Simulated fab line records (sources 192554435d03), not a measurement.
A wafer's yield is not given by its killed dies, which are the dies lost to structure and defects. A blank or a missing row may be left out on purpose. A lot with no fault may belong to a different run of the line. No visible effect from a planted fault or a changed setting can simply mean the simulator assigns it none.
fab line records    flow n5_finfet
record: lots: 6  wafers: 16  last_day: 17
route steps=1938 shown BEOL_M9@1446 PASSIVATION@1936
lots with no fault: from the same line, run without faults
start_h: hours from the record's first day to the start of the lot's first wafer shown    wait_h: hours since the lot's step before    " identical to the entry in the row above    L1.1+2: several wafers, shown together as one row    - value missing, or start not given    * or withheld: withheld    < > ~ a bound
route shown NAME@n: NAME is a module with steps in the file, n the number in the route of the first one    usual: mean/standard deviation taken from wafers without a fault    same: alike in all rows    chamber/n: place in a boat    sites: each site's reading    _std_site: standard deviation across them    _edge_site: outer sites' mean less inner sites'    radius_mm: how far each site lies from the wafer's centre    mask NAME#n: copy n    behind: the most recent tool/chamber to have shaped the wafer    hold: why the lot went on hold/how many hours it stayed there/how the hold came to an end    device: the n, p or np transistor that did not switch    end of line: the route-end tests of the same wafers    for a step that has no rows: nothing shown but its recipe    killed: at the first sort, the dies lost to defects and structure; wafer yield is something else    map: shows each die of a wafer: x if killed, . if not, _ if none is there
set.NAME: setting as actually run; set.NAME@STEP: the setting as run at that earlier step    model.NAME: the simulator's own value behind a step, which no gauge read
lots seen at some steps along the route; tables by step, rows by wafer
services: the hour from which a tool's chamber was out of use, counted from the record's first day as start_h (under 0 if before that day), plus the number of hours and why
== steps ==
step: N5_BEOL_M9_TRENCH_ETCH_37
recipe: chemistry: C4F6/O2  target_depth_a: 1514.3  target: SiCOH_lowk  time_s: 49  ion_energy_ev: 250  pressure_mtorr: 30  source_w: 345  bias_w: 185  Ar_flow_sccm: 300  C4F6_flow_sccm: 10  O2_flow_sccm: 10
usual: drypump_motor_current_A: 5.6/0.44  mfc_ar_sccm: 300.1/0.86  oes_product_au: 0.79/0.083  rf_vpp_V: 667/14  showerhead_plenum_p_Torr: 2.83/0.1  throttle_valve_pct: 20.91/0.24
lot.wafer  tool         chamber  start_h  wait_h  drypump_motor_current_A  mfc_ar_sccm  oes_product_au  rf_hours_counter_h  rf_vpp_V  showerhead_plenum_p_Torr  throttle_valve_pct
L466.1     rie_diel-04  3        -        -       5.4                      300.1        0.84            43                  675       3.04                      20.51
L466.4     "            2        "        "       5.0                      299.0        0.74            184                 655       2.72                      20.93
L466.6     "            2        "        "       5.0                      299.4        0.74            -                   653       2.72                      20.92
L473.1     rie_diel-05  3        -        -       5.4                      299.9        0.80            100                 641       2.86                      21.06
L473.5     "            0        "        "       6.1                      301.8        0.89            -                   667       2.79                      20.57
L473.6     "            3        "        "       5.4                      300.6        0.80            -                   643       2.86                      21.05
L479.4     rie_diel-03  3        -        -       5.9                      301.4        0.85            -                   685       2.90                      20.95
L479.6     "            0        "        "       5.8                      299.2        0.69            -                   653       2.92                      21.35
L478.1     rie_diel-05  3        -        -       5.5                      298.2        0.79            109                 641       2.86                      21.08
L478.4     "            0        "        "       6.1                      300.7        0.86            65                  664       2.79                      20.57
L478.5     "            1        "        "       5.5                      299.2        0.72            -                   682       2.68                      20.54
L483.2     rie_diel-05  1        -        -       5.5                      298.7        0.72            207                 682       2.68                      20.59
L483.6     "            0        "        "       6.1                      300.6        0.86            -                   665       2.78                      20.60
L486.1     rie_diel-04  0        -        -       6.3                      299.8        0.80            97                  650       2.74                      21.10
L486.5     "            3        "        "       5.4                      301.5        0.80            -                   674       3.01                      20.59
L486.6     "            0        "        "       6.3                      299.8        0.80            -                   649       2.74                      21.11
step: N5_BEOL_M9_ETCH_41
recipe: chemistry: CH3F/O2  target: SiCN  target_depth_a: 366  taper_deg: 2  time_s: 70.1  ion_energy_ev: 120  mask_material: TiN  pressure_mtorr: 30  source_w: 395  bias_w: 75  Ar_flow_sccm: 150  CH3F_flow_sccm: 30  O2_flow_sccm: 20
usual: drypump_motor_current_A: 5.6/0.45  mfc_ar_sccm: 150.0/0.5  oes_product_au: 0.79/0.083  rf_vpp_V: 297.2/1.8  showerhead_plenum_p_Torr: 1.99/0.074  throttle_valve_pct: 16.29/0.25
lot.wafer  tool         chamber  start_h  wait_h  drypump_motor_current_A  mfc_ar_sccm  oes_product_au  rf_hours_counter_h  rf_vpp_V  showerhead_plenum_p_Torr  throttle_valve_pct
L466.1     rie_diel-04  3        -        -       5.4                      149.5        0.85            43                  297.6     2.14                      15.87
L466.4     "            2        "        "       5.0                      149.1        0.73            184                 295.8     1.91                      16.34
L466.6     "            2        "        "       5.0                      149.0        0.73            -                   296.6     1.91                      16.34
L473.1     rie_diel-05  3        -        -       5.4                      149.5        0.80            100                 297.5     2.01                      16.43
L473.5     "            0        "        "       6.1                      150.0        0.88            -                   297.0     1.96                      15.90
L473.6     "            3        "        "       5.4                      149.6        0.80            -                   297.3     2.01                      16.42
L479.4     rie_diel-03  3        -        -       5.9                      150.3        0.85            -                   298.4     2.04                      16.28
L479.6     "            0        "        "       5.8                      150.0        0.69            -                   299.4     2.06                      16.79
L478.1     rie_diel-05  3        -        -       5.4                      150.4        0.79            109                 296.1     2.01                      16.43
L478.4     "            0        "        "       6.1                      149.9        0.86            65                  297.9     1.95                      15.93
L478.5     "            1        "        "       5.5                      150.6        0.72            -                   293.6     1.88                      16.08
L483.2     rie_diel-05  1        -        -       5.5                      149.9        0.70            207                 295.2     1.88                      16.10
L483.6     "            0        "        "       6.1                      150.0        0.84            -                   295.9     1.95                      15.95
L486.1     rie_diel-04  0        -        -       6.3                      149.7        0.80            98                  296.3     1.93                      16.52
L486.5     "            3        "        "       5.4                      149.7        0.78            -                   300.5     2.12                      15.94
L486.6     "            0        "        "       6.3                      150.0        0.79            -                   296.1     1.93                      16.50
step: N5_BEOL_M9_STRIP_80
recipe: chemistry: N2/H2  time_s: 10  power_w: 450  temp_c: 40  pressure_mtorr: 20  rf_frequency_hz: 6e+07  bias_power_w: 7  n2_flow_sccm: 200  h2_flow_sccm: 200
step: N5_BEOL_M9_OCD_MEAS_38
usual: trench_depth_nm: 152.1/2.9
lot.wafer  tool    chamber  start_h  wait_h  trench_depth_nm
L466.1     ocd-02  -        209.84   -       150.3
L466.4     "       -        "        "       151.3
L466.6     "       -        "        "       150.2
L473.1     ocd-01  -        253.96   -       152.2
L473.5     "       -        "        "       151.0
L473.6     "       -        "        "       153.5
L479.4     ocd-02  -        304.27   -       155.6
L479.6     "       -        "        "       148.3
L478.1     ocd-01  -        304.30   -       153.7
L478.4     "       -        "        "       149.4
L478.5     "       -        "        "       150.4
L483.2     ocd-02  -        324.56   -       153.5
L483.6     "       -        "        "       152.5
L486.1     ocd-02  -        346.70   -       154.3
L486.5     "       -        "        "       152.4
L486.6     "       -        "        "       154.3
step: N5_BEOL_M9_HM_STRIP_39
recipe: chemistry: peroxide_tin_strip  material: TiN  target_depth_a: 250  temp_c: 50  time_s: 158
step: N5_BEOL_M9_SRD_40
recipe: time_s: 30  temp_c: 23  rinse_liquid: diw  dry: ipa_marangoni
step: N5_BEOL_M9_PRECLEAN_42
recipe: chemistry: residue_remover  time_s: 60  temp_c: 40
step: N5_BEOL_M9_SRD_43
recipe: time_s: 30  temp_c: 23  rinse_liquid: diw  dry: ipa_marangoni
step: N5_BEOL_M9_CD_MEAS_35
recipe: target_cd_nm: 70  target_cd_y_nm: 40  polarity: opening
usual: cd_nm: 69.9/0.85
lot.wafer  tool       chamber  start_h  wait_h  cd_nm
L466.1     cd_sem-01  -        209.99   0.0     70.6
L466.4     "          -        "        "       70.9
L466.6     "          -        "        "       71.6
L473.1     cd_sem-03  -        254.11   0.0     69.0
L473.5     "          -        "        "       68.9
L473.6     "          -        "        "       67.9
L479.4     cd_sem-01  -        304.42   0.0     71.3
L479.6     "          -        "        "       70.8
L478.1     cd_sem-02  -        304.46   0.0     69.2
L478.4     "          -        "        "       68.6
L478.5     "          -        "        "       70.0
L483.2     cd_sem-02  -        324.72   0.0     69.3
L483.6     "          -        "        "       68.9
L486.1     cd_sem-03  -        346.85   0.0     70.8
L486.5     "          -        "        "       70.5
L486.6     "          -        "        "       71.5
step: N5_BEOL_M9_CURE_72
recipe: temp_c: 370  time_s: 120  ambient: DMADMS/He  material: SiCOH_lowk
step: N5_BEOL_M9_DEGAS_44
recipe: ambient: vacuum  temp_c: 250  time_s: 60
usual: heater_power_w: 331/27
lot.wafer  tool            chamber  start_h  wait_h  heater_power_w
L466.1     pvd_sputter-03  -        210.60   0.4     274
L466.4     "               -        "        "       305
L466.6     "               -        "        "       303
L473.1     pvd_sputter-01  -        254.93   0.7     345
L473.5     "               -        "        "       353
L473.6     "               -        "        "       338
L479.4     pvd_sputter-01  -        304.78   0.1     345
L479.6     "               -        "        "       359
L478.1     pvd_sputter-01  -        304.90   0.4     346
L478.4     "               -        "        "       344
L478.5     "               -        "        "       342
L483.2     pvd_sputter-02  -        325.36   0.5     335
L483.6     "               -        "        "       280
L486.1     pvd_sputter-03  -        347.39   0.4     272
L486.5     "               -        "        "       304
L486.6     "               -        "        "       273
step: N5_BEOL_M9_PRE_CLEAN_45
recipe: gas: H2/He  time_s: 30  temp_c: 250
usual: heater_power_w: 331/26
lot.wafer  tool            chamber  start_h  wait_h  heater_power_w
L466.1     pvd_sputter-03  -        210.64   0.0     272
L466.4     "               -        "        "       296
L466.6     "               -        "        "       299
L473.1     pvd_sputter-01  -        254.97   0.0     350
L473.5     "               -        "        "       359
L473.6     "               -        "        "       339
L479.4     pvd_sputter-01  -        304.82   0.0     343
L479.6     "               -        "        "       356
L478.1     pvd_sputter-01  -        304.94   0.0     336
L478.4     "               -        "        "       352
L478.5     "               -        "        "       334
L483.2     pvd_sputter-02  -        325.40   0.0     338
L483.6     "               -        "        "       282
L486.1     pvd_sputter-03  -        347.43   0.0     279
L486.5     "               -        "        "       300
L486.6     "               -        "        "       278
step: N5_BEOL_M9_ALD_74
recipe: material: TaN  target_thk_a: 20  temp_c: 275  ald_precursor_family: PDMAT  ald_co_reactant: NH3  pressure_torr: 3  carrier_flow_sccm: 1500  pulse_time_s: 2  purge_time_s: 3  co_reactant_purge_time_s: 2  co_reactant_pulse_time_s: 3  ald_cycles: 40  precursor_vessel_temp_c: 75  precursor_vessel_pressure_torr: 26.25  precursor_vessel_carrier_sccm: 1000
usual: ald_cycles: 40/0  heater_power_w: 405/43
same: co_reactant_purge_time_s: 2
lot.wafer  tool          chamber  start_h  wait_h  ald_cycles  heater_power_w  model.TaN_of_BEOL_M9_ALD_74.thk_nm
L466.1     ald_metal-04  2        210.74   0.1     40          445             2
L466.4     "             3        "        "       40          403             2
L466.6     "             0        "        "       40          355             2
L473.1     ald_metal-01  3        255.04   0.0     40          442             2
L473.5     "             2        "        "       40          333             2
L473.6     "             3        "        "       40          442             2
L479.4     ald_metal-04  0        304.98   0.1     40          345             2
L479.6     "             2        "        "       48          458             2.4
L478.1     ald_metal-03  3        305.00   0.0     40          371             2
L478.4     "             2        "        "       40          433             2
L478.5     "             1        "        "       40          387             2
L483.2     ald_metal-04  1        325.46   0.0     48          348             2.4
L483.6     "             0        "        "       48          365             2.4
L486.1     ald_metal-03  2        347.50   0.1     40          444             2
L486.5     "             1        "        "       40          394             2
L486.6     "             0        "        "       40          444             2
step: N5_BEOL_M9_SURFACE_TREAT_79
recipe: gas: Ar  time_s: *  ion_energy_ev: *  ion_current_ma_cm2: 0.5  pressure_mtorr: *  ar_flow_sccm: 30
usual: ar_flow_sccm: 30.01/0.084  pressure_mtorr: *  throttle_valve_pct: *
lot.wafer  tool            chamber  start_h  wait_h  ar_flow_sccm  pressure_mtorr  throttle_valve_pct
L466.1     pvd_sputter-01  -        211.67   0.8     29.96         *               *
L466.4     "               -        "        "       29.98         *               *
L466.6     "               -        "        "       29.97         *               *
L473.1     pvd_sputter-01  -        255.33   0.2     30.02         *               *
L473.5     "               -        "        "       30.04         *               *
L473.6     "               -        "        "       30.00         *               *
L479.4     pvd_sputter-03  -        305.97   0.9     30.03         *               *
L479.6     "               -        "        "       29.92         *               *
L478.1     pvd_sputter-03  -        306.01   0.9     30.08         *               *
L478.4     "               -        "        "       29.98         *               *
L478.5     "               -        "        "       29.99         *               *
L483.2     pvd_sputter-02  -        325.76   0.2     30.05         *               *
L483.6     "               -        "        "       30.00         *               *
L486.1     pvd_sputter-03  -        347.79   0.2     29.90         *               *
L486.5     "               -        "        "       30.03         *               *
L486.6     "               -        "        "       30.04         *               *
step: N5_PASSIVATION_PROBE_49
usual: defect_limited_yield: 91.2/1.3  killed_at_M0_to_M3: 34/10  killed_at_M4_up: 13/4.6  killed_at_contacts: 13/5.5  killed_at_front_end: 41/12  killed_at_other: 2.8/2.4  killed_dies: 104/16  killed_open: 67/12  killed_short: 33/7.2  sort_bin_5_function: 5.1/0.86  sort_bin_6_memory: 3.3/0.62  sort_n_pass: 1076/16  sort_yield_pct: 91.2/1.3
same: gross_dies: 1180  killed_at_back_side: 0  sort_bin_4_leakage[%]: 0  sort_bin_8_speed[%]: 0
lot.wafer  tool       chamber  start_h  wait_h  defect_limited_yield[%]  killed_at_M0_to_M3  killed_at_M4_up  killed_at_contacts  killed_at_front_end  killed_at_other  killed_dies  killed_open  killed_short  sort_bin_5_function[%]  sort_bin_6_memory[%]  sort_n_pass  sort_yield_pct[%]
L483.2     prober-02  -        385.35   0.1     92.4                     28                  10               16                  32                   4                90           54           28            4.6                     2.9                   1090         92.4
L483.6     prober-02  -        385.55   0.3     92.1                     20                  17               10                  43                   3                93           58           28            4.7                     2.9                   1087         92.1
killed by level:class
L483.2 MOL_CONTACT_COAG:geometric_particle:open=10 BEOL_M3:geometric_particle:open=8 BEOL_M2:geometric_particle:open=7 FIN_SAQP:geometric_particle:short=6 STARTING-WAFER:geometric_particle:open=6 FIN_SAQP:geometric_particle:open=5 DUMMY_GATE:geometric_particle:open=5 BEOL_M2:geometric_particle:short=4
L483.6 FIN_SAQP:geometric_particle:short=10 FIN_SAQP:geometric_particle:open=10 BEOL_M4:geometric_particle:open=8 DUMMY_GATE:geometric_particle:open=6 MOL_CONTACT_COAG:geometric_particle:open=6 BEOL_M2:geometric_particle:open=5 STARTING-WAFER:geometric_particle:short=4 STI_FIN_REVEAL:geometric_particle:open=3
== services ==
tool          chamber  start_h  hours  kind
ald_metal-03  -        193.09   2.8    pm
rie_diel-04   -        199.56   1.0    repair
ald_metal-01  -        199.96   0.9    repair
rie_diel-04   1        231.91   -      clean
rie_diel-04   1        231.91   -      consumable_replace:focus_ring
rie_diel-04   1        231.91   14.9   scheduled_down
rie_diel-04   1        231.91   14.9   vent_cycle
rie_diel-05   -        243.98   0.4    repair
rie_diel-05   1        248.26   8.4    repair
ald_metal-04  2        262.36   26.9   repair
rie_diel-05   -        265.91   4.3    pm
rie_diel-05   -        283.06   1.3    repair
rie_diel-03   2        284.87   -      clean
rie_diel-03   2        284.87   -      consumable_replace:focus_ring
rie_diel-03   2        284.87   -      consumable_replace:showerhead
rie_diel-03   2        284.87   22.5   scheduled_down
rie_diel-03   2        284.87   22.5   vent_cycle
rie_diel-04   2        310.40   11.5   repair
ald_metal-01  -        337.25   14.0   pm
ald_metal-01  0        337.25   14.0   vent_cycle
ald_metal-01  1        337.25   14.0   vent_cycle
ald_metal-01  2        337.25   14.0   vent_cycle
ald_metal-01  3        337.25   14.0   vent_cycle
ald_metal-03  0        338.87   1.8    repair
== key ==
first_sign: step: N5_BEOL_M9_ALD_74  reading: ald_cycles  direction: up  sigmas: 99+  usual: *  struck: *
effect none on later readings
model_effect: step: N5_BEOL_M9_ALD_74  value: TaN_of_BEOL_M9_ALD_74.thk_nm  without: 2  struck: 2.4
met_at N5_BEOL_M9_ALD_74
struck_wafers L479.6,L483.2,L483.6
onset_between 210.74 304.98
fault: kind: process_parameter_drift  tool: ald_metal-04  chamber: -  onset_h: 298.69  steps: N5_BEOL_M9_ALD_74  channel: ald_cycles  offset: *  shape: step  end_h: 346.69  scope: struck_wafers_only  acts_in: *  stated: *
